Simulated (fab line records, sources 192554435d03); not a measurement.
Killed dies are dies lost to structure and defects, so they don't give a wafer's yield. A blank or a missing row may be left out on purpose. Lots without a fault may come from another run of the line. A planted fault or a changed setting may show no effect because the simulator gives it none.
Problem report in the 8D (eight disciplines) form, filled by code | flow n5_finfet | the parts of the form that need people (team, actions taken, sign-off) are left out

1. THE PROBLEM
susceptor_temp_C at N5_BEOL_M6_ILD_DEP_00 reads a mean of 298.48 C on 2 wafers of 2 lots; wafers without a fault read 300.00 C with a standard deviation of 0.17. That is -9.0 standard deviations from the usual mean.
The step: deposits SiCOH lowk from DEMS/porogen, target thk 179.75 nm, time 33.4 s.
First seen on wafer L266.1, day 9 23:28, on pecvd-02. The record holds 34 wafers of 13 lots with a number at this step. Rule for "out", or "out of limits": more than 4 standard deviations from the usual mean. The other wafers with a number count as sound.

2. WHAT IT IS AND WHAT IT IS NOT
question                    | is               | is not
which readings at this step | susceptor_temp_C | heater_power_w, showerhead_plenum_p_Torr, throttle_valve_pct
which lots                  | L266, L267       | L262, L263, L264, L277, L278, L279, L280, L281, L282, L283, L284
which wafers of those lots  | L266.1, L267.2   | L266.5, L266.6, L267.1, L267.6
read on which tools         | pecvd-02         | pecvd-03, pecvd-04
when                        | from day 9 23:28 | up to then (10 sound wafers); but 22 sound wafers of L267, L277, L278, L279, L280, L281, L282, L283, L284 came after

3. SUSPECTS, AND WHAT RULES EACH OUT
Counting: a tool at a process step up to the reading stays a suspect if it ran every lot that is out. Sound lots after the first of them don't rule it out here, since some wafers of a struck lot are sound.
- pecvd-02 at N5_BEOL_M6_ILD_DEP_00 (deposits SiCOH lowk from DEMS/porogen, target thk 179.75 nm, time 33.4 s): kept. It ran every lot that is out, first L266 (day 9 23:28); its last sound lot up to then is L264 (day 9 14:54). Its own readings are out on those wafers: susceptor_temp_C.
- Within pecvd-02 at N5_BEOL_M6_ILD_DEP_00: the wafers that are out ran in chamber 2; their sound lot-mates ran in chambers 0, 1.
Left after counting: pecvd-02 at N5_BEOL_M6_ILD_DEP_00.

4. THE CAUSE (what the simulator had put in)
Process parameter drift: pecvd-02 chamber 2, from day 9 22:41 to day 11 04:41, at N5_BEOL_M6_ILD_DEP_00. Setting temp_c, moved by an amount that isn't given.
Counting left only this tool.

5. THE CHAIN OF EFFECTS, in route order
Each row: a reading whose mean over the struck wafers that have a number lies more than 3 standard deviations from the usual. Only readings for which the record gives a usual standard deviation are gone through. hours: the time from each lot's start at the first step in this table that gives one to its start at this step, as a median over the lots. sigmas: the change in usual standard deviations.
hours | step                  | reading          | usual    | on struck wafers | change | sigmas
0     | N5_BEOL_M6_ILD_DEP_00 | susceptor_temp_C | 300.00 C | 298.48           | -1.52  | -9.0
The process steps in it:
- N5_BEOL_M6_ILD_DEP_00: deposits SiCOH lowk from DEMS/porogen, target thk 179.75 nm, time 33.4 s.

6. WHAT WOULD HAVE CAUGHT IT SOONER
In this record the first reading out of limits was taken at day 9 23:28, 1 hour after the fault began at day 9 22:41.
